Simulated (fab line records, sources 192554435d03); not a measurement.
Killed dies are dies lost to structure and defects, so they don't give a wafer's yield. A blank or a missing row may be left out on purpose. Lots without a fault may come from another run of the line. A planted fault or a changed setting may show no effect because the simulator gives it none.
Chamber matching | flow n5_finfet | N5_GATE_CUT_SAC_CAP_01 on ald_sin-03: 4 sister chambers
The step material SiNx, target thk 24 nm, pulse time 1 s, ald cycles 480. 8 wafers are shown with their chamber, then 10 later ones without.

WAFERS WITH THEIR CHAMBER
wafer  | chamber | heater_power_w (W) | precursor_pulse_height_rel
L080.1 | 3       | 870                | 0.984
L080.5 | 0       | 925                | 1.013
L080.6 | 1       | 680                | 0.985
L081.2 | 2       | 787                | 0.981
L081.3 | 0       | 918                | 0.970
L081.5 | 1       | 699                | 1.009
L083.1 | 2       | 814                | 1.039
L083.2 | 3       | 820                | 1.004

WAFERS WITHOUT THEIR CHAMBER
wafer  | heater_power_w (W) | precursor_pulse_height_rel
L083.5 | 708                | 1.020
L091.1 | 699                | 1.015
L091.2 | 906                | 1.005
L091.3 | 790                | 0.999
L091.4 | 843                | 1.013
L091.5 | 701                | 0.975
L091.6 | 949                | 0.997
L094.1 | 824                | 1.012
L094.2 | 707                | 1.028
L094.6 | 694                | 0.974

WHICH CHAMBER EACH WENT THROUGH
wafer  | from the rows above     | in truth
L083.5 | 1                       | 1
L091.1 | 1                       | 1
L091.2 | 0                       | 0
L091.3 | can't be placed: 2 or 3 | 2
L091.4 | can't be placed: 3 or 2 | 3
L091.5 | 1                       | 1
L091.6 | 0                       | 0
L094.1 | can't be placed: 2 or 3 | 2
L094.2 | 1                       | 1
L094.6 | 1                       | 1
Placed correctly: 7 of 10. Can't be placed from these rows: 3 (the true chamber is among the candidates in 3). Placed wrongly: 0.
How it was worked out, from the rows above alone: a wafer's distance from a chamber is the root of the sum, over the readings, of the square of ((its reading less the chamber's mean) divided by the reading's scatter). The wafer belongs to the nearest chamber; if the next one is less than 2 further off, it can't be placed. A chamber's mean is the mean of its shown wafers. The scatter: the root of (the sum of the squares of (reading less its chamber's mean) over the shown wafers, divided by (wafers less chambers)).
